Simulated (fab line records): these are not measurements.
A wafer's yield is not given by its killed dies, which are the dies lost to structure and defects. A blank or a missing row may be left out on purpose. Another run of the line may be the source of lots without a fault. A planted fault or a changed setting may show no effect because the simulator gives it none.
Problem report in the 8D (eight disciplines) form, filled by code | flow n5_finfet | the parts of the form that need people (team, actions taken, sign-off) are left out

== 1. WHAT IS WRONG ==
At N5_PASSIVATION_PROBE_49, killed_at_front_end averages 156 over 6 wafers from 2 lots, while fault-free wafers read 40, standard deviation 11. Relative to the usual mean, that is a shift of +11 standard deviations.
Seen first at day 15 09:37 on prober-02, wafer L413.2. At this step, 6 wafers from 2 lots have a number in the record. The rule behind "out" and "out of limits": a value lying over 4 standard deviations away from the usual mean. All remaining wafers that have a number are taken as sound.

== 2. WHAT IT IS, WHAT IT ISN'T ==
question                    | is                               | is not
which readings at this step | killed_at_front_end, killed_dies | killed_at_M0_to_M3, killed_at_M4_up, killed_at_other, killed_short
which lots                  | L413, L416                       | -
which wafers of those lots  | all that have a number           | -
read on which tools         | prober-01, prober-02             | -
when                        | from day 15 09:37                | up to then (0 sound wafers)

== 3. SUSPECTS, AND WHAT RULES EACH OUT ==
Counting: any tool at a process step up to the reading is kept as a suspect provided that every lot that is out went through it and no sound lot did after the first of them.
- wet_bench-02 at N5_PMOS_HMC_CHANNEL_EPI_PRECLEAN_36 (cleans in O3/DIW, time 45 s): kept. It ran every lot that is out, first L413 (day 5 13:11), and no sound lot after that.
- rtp_anneal-02 at N5_BEOL_M15_ANNEAL_48 (time 90 s): kept. It ran every lot that is out, first L413 (day 14 15:14), and no sound lot after that.
After counting, wet_bench-02 at N5_PMOS_HMC_CHANNEL_EPI_PRECLEAN_36 and rtp_anneal-02 at N5_BEOL_M15_ANNEAL_48 remain.

== 4. THE CAUSE (what the simulator had put in) ==
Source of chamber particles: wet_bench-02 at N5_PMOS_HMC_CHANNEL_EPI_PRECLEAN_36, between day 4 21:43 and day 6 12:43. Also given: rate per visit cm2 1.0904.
This tool is one of the 2 suspects left after counting.

== 5. THE CHAIN OF EFFECTS, in route order ==
Each row: a reading whose mean over the struck wafers that have a number lies more than 3 standard deviations from the usual. Only readings for which the record gives a usual standard deviation are gone through. hours: the time from each lot's start at the first step in this table that gives one to its start at this step, as a median over the lots. sigmas: the change in usual standard deviations.
hours | step                    | reading             | usual | on struck wafers | change | sigmas
0     | N5_PASSIVATION_PROBE_49 | killed_at_front_end | 40    | 156              | +116   | +11
0     | N5_PASSIVATION_PROBE_49 | killed_dies         | 105   | 207              | +102   | +5.7
It contains these process steps:
- N5_PASSIVATION_PROBE_49

== 6. WHAT WOULD HAVE CAUGHT IT SOONER ==
In this record no reading fell out of limits until day 15 09:37, 252 hours after the fault had begun at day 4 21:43.
Each of the lots that are out, 2 in all, had begun N5_PMOS_HMC_CHANNEL_EPI_PRECLEAN_36 on wet_bench-02 no later than day 15 09:37. Tool hold at that time: it would have spared none of them.
